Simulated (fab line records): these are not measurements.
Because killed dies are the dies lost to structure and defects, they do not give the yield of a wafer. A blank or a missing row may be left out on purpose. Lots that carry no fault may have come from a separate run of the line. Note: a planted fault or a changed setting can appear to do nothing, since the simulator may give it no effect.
fab line records    flow n5_finfet    part 1 of 2: steps 1 to 26 of 37
record: lots: 5  wafers: 15  last_day: 19
route steps=1938 shown WELL_APT@20
lots that met no fault: taken from a fault-free run of the same line
start_h: hours from the record's first day to the start of the lot's first wafer shown    wait_h: how many hours have passed since the lot's step before this one    " unchanged from the row above    L1.1+2: one row covering several wafers at once    - no value, or no start given    * or withheld: withheld    < > ~ a bound
route shown NAME@n: a module of which the file shows steps, and the number in the route of the first    usual: average and standard deviation across the fault-free wafers    same: alike in all rows    chamber/n: place in a boat    sites: per-site readings    _std_site: the standard deviation of these    _edge_site: outer sites' mean less inner sites'    radius_mm: for every site, how far away it sits from the centre of the wafer    mask NAME#n: copy n    behind: tool/chamber where the wafer was last shaped    hold: why the lot was held/for how many hours/how that ended    device: which transistor (n, p or np) failed to switch    end of line: tests of these same wafers at the route's end    a step with no rows: only its recipe    killed: the dies lost at the first sort to structure and to defects; this is not the yield of the wafer    map: per-die view of a wafer (x killed, . not killed, _ where there is no die)
set.NAME: setting as actually run; set.NAME@STEP: the setting as run at that earlier step    model.NAME: the simulator's own value behind a step, which no gauge read
lots at selected steps of the route; one table per step, one row per wafer
services: the hour from which a tool's chamber was out of use, counted from the record's first day as start_h (under 0 if before that day), plus the number of hours and why
== steps ==
step: N5_WELL_APT_HMDS_01
recipe: time_s: 60  temp_c: 120
usual: chill_plate_temp_C: 23.00/0.11
lot.wafer  tool            chamber  start_h  wait_h  chill_plate_temp_C
L076.1     litho_track-04  0        25.41    0.0     22.93
L076.2     "               0        "        "       23.11
L076.3     "               0        "        "       22.91
L079.2     litho_track-03  0        43.29    0.0     23.10
L079.5     "               0        "        "       22.91
L079.6     "               0        "        "       23.00
L082.1     litho_track-01  0        61.43    0.0     22.90
L082.4     "               0        "        "       23.06
L082.5     "               0        "        "       22.93
L093.2     litho_track-03  0        127.69   0.0     22.95
L093.3     "               0        "        "       22.92
L093.4     "               0        "        "       22.83
L097.2     litho_track-04  0        151.41   0.0     23.21
L097.3     "               0        "        "       22.98
L097.6     "               0        "        "       22.97
step: N5_WELL_APT_COAT_02
recipe: spin_rpm: 1357  resist_thk_nm: 950
usual: chill_plate_temp_C: 23.01/0.11
lot.wafer  tool            chamber  start_h  wait_h  chill_plate_temp_C
L076.1     litho_track-04  0        -        -       23.05
L076.2     "               0        "        "       22.95
L076.3     "               0        "        "       23.11
L079.2     litho_track-03  0        -        -       23.00
L079.5     "               0        "        "       22.88
L079.6     "               0        "        "       23.13
L082.1     litho_track-01  0        -        -       23.03
L082.4     "               0        "        "       23.01
L082.5     "               0        "        "       22.96
L093.2     litho_track-03  0        -        -       22.96
L093.3     "               0        "        "       22.86
L093.4     "               0        "        "       22.97
L097.2     litho_track-04  0        -        -       22.90
L097.3     "               0        "        "       23.10
L097.6     "               0        "        "       22.87
step: N5_WELL_APT_EBR_04
recipe: solvent: PGMEA  ebr_width_mm: 1.5
usual: chill_plate_temp_C: 22.99/0.1
lot.wafer  tool            chamber  start_h  wait_h  chill_plate_temp_C
L076.1     litho_track-04  0        -        -       23.00
L076.2     "               0        "        "       23.06
L076.3     "               0        "        "       22.85
L079.2     litho_track-03  0        -        -       23.07
L079.5     "               0        "        "       23.09
L079.6     "               0        "        "       22.93
L082.1     litho_track-01  0        -        -       22.86
L082.4     "               0        "        "       22.95
L082.5     "               0        "        "       22.92
L093.2     litho_track-03  0        -        -       23.06
L093.3     "               0        "        "       22.94
L093.4     "               0        "        "       23.07
L097.2     litho_track-04  0        -        -       22.98
L097.3     "               0        "        "       23.14
L097.6     "               0        "        "       23.27
step: N5_WELL_APT_SOFTBAKE_03
recipe: temp_c: 130  time_s: 60
usual: chill_plate_temp_C: 22.99/0.1
lot.wafer  tool            chamber  start_h  wait_h  chill_plate_temp_C
L076.1     litho_track-04  0        -        -       22.96
L076.2     "               0        "        "       22.92
L076.3     "               0        "        "       22.94
L079.2     litho_track-03  0        -        -       23.07
L079.5     "               0        "        "       22.89
L079.6     "               0        "        "       23.16
L082.1     litho_track-01  0        -        -       22.86
L082.4     "               0        "        "       22.93
L082.5     "               0        "        "       22.96
L093.2     litho_track-03  0        -        -       23.28
L093.3     "               0        "        "       22.94
L093.4     "               0        "        "       23.11
L097.2     litho_track-04  0        -        -       23.06
L097.3     "               0        "        "       23.21
L097.6     "               0        "        "       23.09
step: N5_WELL_APT_EXPOSE_05
recipe: mask_id: NWELL  na: 0.8  source_shape: conventional  sigma_outer: 0.8  polarization: unpolarized  defocus_nm: 0  target_cd_nm: 200  dose_mj: 20.3
usual: reticle_temp_C: 23.01/0.095
lot.wafer  tool            chamber  start_h  wait_h  mask     reticle_temp_C
L076.1     krf_scanner-01  0        25.63    -       NWELL#0  23.16
L076.2     "               0        "        "       NWELL#0  23.00
L076.3     "               0        "        "       NWELL#0  23.10
L079.2     krf_scanner-02  0        43.52    -       NWELL#0  23.11
L079.5     "               0        "        "       NWELL#0  23.17
L079.6     "               0        "        "       NWELL#0  23.12
L082.1     krf_scanner-02  0        61.53    -       NWELL#0  22.97
L082.4     "               0        "        "       NWELL#0  22.91
L082.5     "               0        "        "       NWELL#0  23.07
L093.2     krf_scanner-01  0        127.79   -       NWELL#0  23.12
L093.3     "               0        "        "       NWELL#0  23.02
L093.4     "               0        "        "       NWELL#0  23.08
L097.2     krf_scanner-02  0        151.64   -       NWELL#0  23.09
L097.3     "               0        "        "       NWELL#0  23.07
L097.6     "               0        "        "       NWELL#0  22.97
step: N5_WELL_APT_PEB_06
recipe: peb_temp_c: 130  peb_time_s: 90
usual: chill_plate_temp_C: 23.00/0.11
lot.wafer  tool            chamber  start_h  wait_h  chill_plate_temp_C
L076.1     litho_track-03  0        25.69    0.1     22.91
L076.2     "               0        "        "       22.85
L076.3     "               0        "        "       22.89
L079.2     litho_track-01  0        43.57    0.0     22.86
L079.5     "               0        "        "       23.00
L079.6     "               0        "        "       22.92
L082.1     litho_track-04  0        61.58    0.1     22.90
L082.4     "               0        "        "       23.03
L082.5     "               0        "        "       22.76
L093.2     litho_track-01  0        127.84   0.0     23.09
L093.3     "               0        "        "       23.10
L093.4     "               0        "        "       23.04
L097.2     litho_track-03  0        151.69   0.0     23.07
L097.3     "               0        "        "       23.16
L097.6     "               0        "        "       23.07
step: N5_WELL_APT_DEVELOP_07
recipe: develop_time_s: 45  rinse_liquid: surfactant_rinse  dry: air_spin  dev_temp_c: 21
usual: chill_plate_temp_C: 23.01/0.11
same: develop_time_s: 45
lot.wafer  tool            chamber  start_h  wait_h  chill_plate_temp_C
L076.1     litho_track-03  0        -        -       22.85
L076.2     "               0        "        "       22.95
L076.3     "               0        "        "       22.96
L079.2     litho_track-01  0        -        -       22.85
L079.5     "               0        "        "       22.83
L079.6     "               0        "        "       22.90
L082.1     litho_track-04  0        -        -       23.04
L082.4     "               0        "        "       22.96
L082.5     "               0        "        "       23.23
L093.2     litho_track-01  0        -        -       23.10
L093.3     "               0        "        "       23.14
L093.4     "               0        "        "       23.14
L097.2     litho_track-03  0        -        -       22.87
L097.3     "               0        "        "       22.84
L097.6     "               0        "        "       22.91
step: N5_WELL_APT_HARDBAKE_12
recipe: temp_c: 130  time_s: 120
usual: chill_plate_temp_C: 22.99/0.11
lot.wafer  tool            chamber  start_h  wait_h  chill_plate_temp_C
L076.1     litho_track-03  0        -        -       22.87
L076.2     "               0        "        "       22.88
L076.3     "               0        "        "       22.68
L079.2     litho_track-01  0        -        -       23.15
L079.5     "               0        "        "       22.81
L079.6     "               0        "        "       22.96
L082.1     litho_track-04  0        -        -       23.16
L082.4     "               0        "        "       23.05
L082.5     "               0        "        "       23.11
L093.2     litho_track-01  0        -        -       22.95
L093.3     "               0        "        "       23.03
L093.4     "               0        "        "       23.09
L097.2     litho_track-03  0        -        -       22.94
L097.3     "               0        "        "       23.08
L097.6     "               0        "        "       22.98
step: N5_WELL_APT_CD_MEAS_08
recipe: target_cd_nm: 200  landing_energy_ev: 500  detector: se_inlens
usual: cd_nm: 199.4/2.1
lot.wafer  tool       chamber  start_h  wait_h  cd_nm
L076.1     cd_sem-02  0        25.81    -       200.0
L076.2     "          0        "        "       199.2
L076.3     "          0        "        "       201.4
L079.2     cd_sem-01  0        43.68    -       200.5
L079.5     "          0        "        "       199.0
L079.6     "          0        "        "       201.3
L082.1     cd_sem-02  0        61.70    -       197.8
L082.4     "          0        "        "       196.5
L082.5     "          0        "        "       198.7
L093.2     cd_sem-01  0        127.96   -       200.1
L093.3     "          0        "        "       201.1
L093.4     "          0        "        "       199.3
L097.2     cd_sem-02  0        151.81   -       198.3
L097.3     "          0        "        "       201.5
L097.6     "          0        "        "       202.5
step: N5_WELL_APT_OVL_MEAS_09
recipe: points_per_wafer: 44
usual: NWELL_OVL: 1/5.6
lot.wafer  tool        chamber  start_h  wait_h  NWELL_OVL[nm]
L076.1     overlay-01  0        25.84    0.0     4
L076.2     "           0        "        "       0
L076.3     "           0        "        "       1
L079.2     overlay-02  0        43.71    0.0     12
L079.5     "           0        "        "       2
L079.6     "           0        "        "       8
L082.1     overlay-01  0        61.73    0.0     -1
L082.4     "           0        "        "       6
L082.5     "           0        "        "       2
L093.2     overlay-01  0        127.99   0.0     1
L093.3     "           0        "        "       5
L093.4     "           0        "        "       -2
L097.2     overlay-02  0        151.84   0.0     -2
L097.3     "           0        "        "       8
L097.6     "           0        "        "       8
step: N5_WELL_APT_INSPECT_10
recipe: mode: adi  inspect_instrument: macro
usual: raw_defect_count: 2.1/1.3
lot.wafer  tool               chamber  start_h  wait_h  raw_defect_count
L076.1     defect_inspect-02  -        25.86    0.0     2
L076.2     "                  -        "        "       2
L076.3     "                  -        "        "       1
L079.2     defect_inspect-02  -        43.74    0.0     8
L079.5     "                  -        "        "       0
L079.6     "                  -        "        "       4
L082.1     defect_inspect-01  -        61.76    0.0     2
L082.4     "                  -        "        "       3
L082.5     "                  -        "        "       3
L093.2     defect_inspect-01  -        128.01   0.0     1
L093.3     "                  -        "        "       2
L093.4     "                  -        "        "       1
L097.2     defect_inspect-01  -        151.86   0.0     1
L097.3     "                  -        "        "       5
L097.6     "                  -        "        "       1
step: N5_WELL_APT_DESCUM_13
recipe: chemistry: O2  time_s: 7.9  source_power_w: 50  bias_power_w: 20  pressure_mtorr: 20  rf_frequency_hz: 2.712e+07  temp_c: 40  o2_flow_sccm: 225
usual: drypump_motor_current_A: 5.6/0.51  o2_flow_sccm: 225.0/0.66  oes_product_au: 0.78/0.082  rf_fwd_power_W: 49.75/0.15  rf_vpp_V: 243.5/1.1  showerhead_plenum_p_Torr: 2.12/0.062  throttle_valve_pct: 20.4/0.33
lot.wafer  tool         chamber  start_h  wait_h  drypump_motor_current_A  o2_flow_sccm  oes_product_au  rf_fwd_power_W  rf_hours_counter_h  rf_vpp_V  showerhead_plenum_p_Torr  throttle_valve_pct
L076.1     rie_diel-06  0        26.48    0.6     5.3                      225.4         0.80            49.55           125                 244.3     2.16                      20.3
L076.2     "            2        "        "       5.4                      224.9         0.72            49.76           212                 244.8     2.17                      20.6
L076.3     "            1        "        "       6.4                      224.5         0.93            49.75           26                  244.2     2.14                      19.9
L079.2     rie_diel-05  2        43.77    0.0     5.9                      224.2         0.93            49.88           10                  240.9     2.06                      20.2
L079.5     "            1        "        "       4.9                      224.9         0.74            49.84           -                   241.9     2.10                      20.1
L079.6     "            2        "        "       5.9                      224.9         0.92            49.59           -                   243.1     2.06                      20.2
L082.1     rie_diel-05  0        61.80    0.0     6.3                      225.7         0.84            49.76           80                  241.7     2.00                      20.0
L082.4     "            3        "        "       5.6                      224.6         0.72            49.73           197                 243.3     2.18                      20.5
L082.5     "            3        "        "       5.6                      224.8         0.72            49.81           -                   244.3     2.18                      20.5
L093.2     rie_diel-05  3        128.12   0.1     5.6                      224.0         0.70            49.58           218                 244.7     2.17                      20.5
L093.3     "            1        "        "       4.9                      225.1         0.73            49.48           166                 242.6     2.09                      20.2
L093.4     "            0        "        "       6.3                      225.2         0.82            49.67           100                 241.1     1.99                      20.0
L097.2     rie_diel-02  3        151.91   0.0     5.3                      225.9         0.68            49.77           241                 243.4     2.16                      20.8
L097.3     "            2        "        "       5.1                      223.6         0.70            49.51           185                 243.6     2.17                      20.6
L097.6     "            2        "        "       5.1                      224.5         0.70            49.62           -                   244.0     2.17                      20.6
step: N5_WELL_APT_IMPLANT_14
recipe: species: P  energy_kev: 160  dose_cm2: 1.5e+13  tilt_deg: 0  rotation_deg: 0
lot.wafer   tool          chamber  start_h  wait_h
L076.1+2+3  implanter-02  0        26.58    0.1
L079.2+5+6  implanter-01  0        43.90    0.1
L082.1+4+5  implanter-01  0        61.90    0.1
L093.2+3+4  implanter-02  0        128.25   0.1
L097.2+3+6  implanter-02  0        152.03   0.1
step: N5_WELL_APT_IMPLANT_15
recipe: species: As  energy_kev: 25  dose_cm2: 1.5e+13  tilt_deg: 0  rotation_deg: 0
lot.wafer   tool          chamber  start_h  wait_h
L076.1+2+3  implanter-02  0        26.76    0.1
L079.2+5+6  implanter-01  0        44.08    0.1
L082.1+4+5  implanter-01  0        62.08    0.1
L093.2+3+4  implanter-02  0        128.43   0.1
L097.2+3+6  implanter-02  0        152.21   0.1
step: N5_WELL_APT_STRIP_16
recipe: chemistry: SPM  time_s: 900  temp_c: 130  h2so4_h2o2_vol_ratio: 4  dry: ipa_marangoni
lot.wafer   tool          chamber  start_h  wait_h
L076.1+2+3  wet_bench-06  0,2,6    26.96    0.2
L079.2+5+6  wet_bench-02  6,3,1    44.26    0.1
L082.1+4+5  wet_bench-06  3,4,2    62.28    0.2
L093.2+3+4  wet_bench-06  3,5,7    128.61   0.1
L097.2+3+6  wet_bench-06  3,5,6    152.41   0.2
step: N5_WELL_APT_HMDS_18
recipe: time_s: 60  temp_c: 120
usual: chill_plate_temp_C: 23.00/0.11
lot.wafer  tool            chamber  start_h  wait_h  chill_plate_temp_C
L076.1     litho_track-01  0        27.24    0.0     22.89
L076.2     "               0        "        "       22.92
L076.3     "               0        "        "       22.80
L079.2     litho_track-04  0        44.53    0.0     22.98
L079.5     "               0        "        "       23.07
L079.6     "               0        "        "       22.95
L082.1     litho_track-03  0        62.56    0.0     23.15
L082.4     "               0        "        "       22.99
L082.5     "               0        "        "       22.84
L093.2     litho_track-03  0        129.13   0.0     23.05
L093.3     "               0        "        "       23.01
L093.4     "               0        "        "       22.87
L097.2     litho_track-04  0        152.68   0.0     23.07
L097.3     "               0        "        "       22.88
L097.6     "               0        "        "       22.98
step: N5_WELL_APT_COAT_19
recipe: spin_rpm: 1357  resist_thk_nm: 950
usual: chill_plate_temp_C: 22.99/0.11
lot.wafer  tool            chamber  start_h  wait_h  chill_plate_temp_C
L076.1     litho_track-01  0        -        -       23.10
L076.2     "               0        "        "       23.04
L076.3     "               0        "        "       23.03
L079.2     litho_track-04  0        -        -       23.08
L079.5     "               0        "        "       23.03
L079.6     "               0        "        "       22.97
L082.1     litho_track-03  0        -        -       22.92
L082.4     "               0        "        "       22.95
L082.5     "               0        "        "       23.03
L093.2     litho_track-03  0        -        -       22.98
L093.3     "               0        "        "       22.86
L093.4     "               0        "        "       22.86
L097.2     litho_track-04  0        -        -       23.01
L097.3     "               0        "        "       22.97
L097.6     "               0        "        "       22.92
step: N5_WELL_APT_EBR_21
recipe: solvent: PGMEA  ebr_width_mm: 1.5
usual: chill_plate_temp_C: 22.99/0.1
lot.wafer  tool            chamber  start_h  wait_h  chill_plate_temp_C
L076.1     litho_track-01  0        -        -       23.08
L076.2     "               0        "        "       22.99
L076.3     "               0        "        "       23.07
L079.2     litho_track-04  0        -        -       22.95
L079.5     "               0        "        "       23.02
L079.6     "               0        "        "       22.93
L082.1     litho_track-03  0        -        -       22.96
L082.4     "               0        "        "       23.03
L082.5     "               0        "        "       22.89
L093.2     litho_track-03  0        -        -       23.07
L093.3     "               0        "        "       22.85
L093.4     "               0        "        "       23.00
L097.2     litho_track-04  0        -        -       23.17
L097.3     "               0        "        "       23.01
L097.6     "               0        "        "       22.96
step: N5_WELL_APT_SOFTBAKE_20
recipe: temp_c: 130  time_s: 60
usual: chill_plate_temp_C: 22.99/0.11
lot.wafer  tool            chamber  start_h  wait_h  chill_plate_temp_C
L076.1     litho_track-01  0        -        -       22.99
L076.2     "               0        "        "       23.15
L076.3     "               0        "        "       23.05
L079.2     litho_track-04  0        -        -       23.11
L079.5     "               0        "        "       23.03
L079.6     "               0        "        "       22.97
L082.1     litho_track-03  0        -        -       23.03
L082.4     "               0        "        "       23.02
L082.5     "               0        "        "       23.00
L093.2     litho_track-03  0        -        -       23.11
L093.3     "               0        "        "       22.91
L093.4     "               0        "        "       22.90
L097.2     litho_track-04  0        -        -       22.97
L097.3     "               0        "        "       22.97
L097.6     "               0        "        "       22.94
step: N5_WELL_APT_EXPOSE_22
recipe: mask_id: PWELL  na: 0.8  source_shape: conventional  sigma_outer: 0.8  polarization: unpolarized  defocus_nm: 0  target_cd_nm: 200  dose_mj: 23.2
usual: reticle_temp_C: 22.98/0.11
lot.wafer  tool            chamber  start_h  wait_h  mask     reticle_temp_C
L076.1     krf_scanner-02  0        27.34    -       PWELL#0  22.97
L076.2     "               0        "        "       PWELL#0  23.08
L076.3     "               0        "        "       PWELL#0  22.87
L079.2     krf_scanner-02  0        44.76    -       PWELL#0  23.00
L079.5     "               0        "        "       PWELL#0  22.79
L079.6     "               0        "        "       PWELL#0  22.72
L082.1     krf_scanner-02  0        62.78    -       PWELL#0  22.95
L082.4     "               0        "        "       PWELL#0  22.83
L082.5     "               0        "        "       PWELL#0  22.87
L093.2     krf_scanner-02  0        129.36   -       PWELL#0  23.19
L093.3     "               0        "        "       PWELL#0  22.99
L093.4     "               0        "        "       PWELL#0  23.16
L097.2     krf_scanner-01  0        152.91   -       PWELL#0  23.07
L097.3     "               0        "        "       PWELL#0  22.95
L097.6     "               0        "        "       PWELL#0  23.16
step: N5_WELL_APT_PEB_23
recipe: peb_temp_c: 130  peb_time_s: 90
usual: chill_plate_temp_C: 22.98/0.11
lot.wafer  tool            chamber  start_h  wait_h  chill_plate_temp_C
L076.1     litho_track-03  0        27.39    0.1     23.09
L076.2     "               0        "        "       23.11
L076.3     "               0        "        "       23.22
L079.2     litho_track-01  0        44.81    0.0     23.08
L079.5     "               0        "        "       23.03
L079.6     "               0        "        "       23.01
L082.1     litho_track-03  0        62.84    0.1     23.06
L082.4     "               0        "        "       22.98
L082.5     "               0        "        "       23.27
L093.2     litho_track-03  0        129.42   0.0     23.32
L093.3     "               0        "        "       23.15
L093.4     "               0        "        "       23.15
L097.2     litho_track-03  0        152.96   0.0     22.83
L097.3     "               0        "        "       22.80
L097.6     "               0        "        "       22.96
step: N5_WELL_APT_DEVELOP_24
recipe: develop_time_s: 45  rinse_liquid: surfactant_rinse  dry: air_spin  dev_temp_c: 21
usual: chill_plate_temp_C: 22.99/0.11
same: develop_time_s: 45
lot.wafer  tool            chamber  start_h  wait_h  chill_plate_temp_C
L076.1     litho_track-03  0        -        -       22.90
L076.2     "               0        "        "       22.92
L076.3     "               0        "        "       22.98
L079.2     litho_track-01  0        -        -       22.99
L079.5     "               0        "        "       23.12
L079.6     "               0        "        "       22.78
L082.1     litho_track-03  0        -        -       22.91
L082.4     "               0        "        "       23.13
L082.5     "               0        "        "       23.03
L093.2     litho_track-03  0        -        -       23.15
L093.3     "               0        "        "       23.16
L093.4     "               0        "        "       22.97
L097.2     litho_track-03  0        -        -       22.98
L097.3     "               0        "        "       23.08
L097.6     "               0        "        "       23.09
step: N5_WELL_APT_HARDBAKE_29
recipe: temp_c: 130  time_s: 120
usual: chill_plate_temp_C: 23.00/0.12
lot.wafer  tool            chamber  start_h  wait_h  chill_plate_temp_C
L076.1     litho_track-03  0        -        -       23.00
L076.2     "               0        "        "       23.13
L076.3     "               0        "        "       22.88
L079.2     litho_track-01  0        -        -       23.02
L079.5     "               0        "        "       22.90
L079.6     "               0        "        "       23.11
L082.1     litho_track-03  0        -        -       23.10
L082.4     "               0        "        "       22.95
L082.5     "               0        "        "       22.87
L093.2     litho_track-03  0        -        -       22.68
L093.3     "               0        "        "       22.80
L093.4     "               0        "        "       22.88
L097.2     litho_track-03  0        -        -       22.93
L097.3     "               0        "        "       22.97
L097.6     "               0        "        "       23.02
step: N5_WELL_APT_CD_MEAS_25
recipe: target_cd_nm: 200  landing_energy_ev: 500  detector: se_inlens
usual: cd_nm: 200.2/2.6
lot.wafer  tool       chamber  start_h  wait_h  cd_nm
L076.1     cd_sem-01  0        27.51    -       200.9
L076.2     "          0        "        "       202.4
L076.3     "          0        "        "       201.5
L079.2     cd_sem-01  0        44.93    -       193.3
L079.5     "          0        "        "       195.3
L079.6     "          0        "        "       195.8
L082.1     cd_sem-02  0        62.95    -       201.9
L082.4     "          0        "        "       203.7
L082.5     "          0        "        "       202.3
L093.2     cd_sem-02  0        129.53   -       201.0
L093.3     "          0        "        "       197.8
L093.4     "          0        "        "       202.5
L097.2     cd_sem-01  0        153.08   -       201.0
L097.3     "          0        "        "       203.6
L097.6     "          0        "        "       203.7
step: N5_WELL_APT_OVL_MEAS_26
recipe: points_per_wafer: 44
usual: PWELL_OVL: 0/5.6
lot.wafer  tool        chamber  start_h  wait_h  PWELL_OVL[nm]
L076.1     overlay-01  0        27.54    0.0     3
L076.2     "           0        "        "       9
L076.3     "           0        "        "       9
L079.2     overlay-01  0        44.97    0.0     7
L079.5     "           0        "        "       5
L079.6     "           0        "        "       4
L082.1     overlay-02  0        62.98    0.0     3
L082.4     "           0        "        "       4
L082.5     "           0        "        "       -2
L093.2     overlay-01  0        129.56   0.0     -8
L093.3     "           0        "        "       -3
L093.4     "           0        "        "       1
L097.2     overlay-02  0        153.11   0.0     2
L097.3     "           0        "        "       -7
L097.6     "           0        "        "       -2
step: N5_WELL_APT_INSPECT_27
recipe: mode: adi  inspect_instrument: macro
usual: raw_defect_count: 1.9/1.5
lot.wafer  tool               chamber  start_h  wait_h  raw_defect_count
L076.1     defect_inspect-01  -        27.56    0.0     2
L076.2     "                  -        "        "       2
L076.3     "                  -        "        "       3
L079.2     defect_inspect-02  -        44.99    0.0     2
L079.5     "                  -        "        "       1
L079.6     "                  -        "        "       0
L082.1     defect_inspect-01  -        63.01    0.0     2
L082.4     "                  -        "        "       3
L082.5     "                  -        "        "       2
L093.2     defect_inspect-01  -        129.59   0.0     1
L093.3     "                  -        "        "       3
L093.4     "                  -        "        "       3
L097.2     defect_inspect-01  -        153.13   0.0     0
L097.3     "                  -        "        "       1
L097.6     "                  -        "        "       0
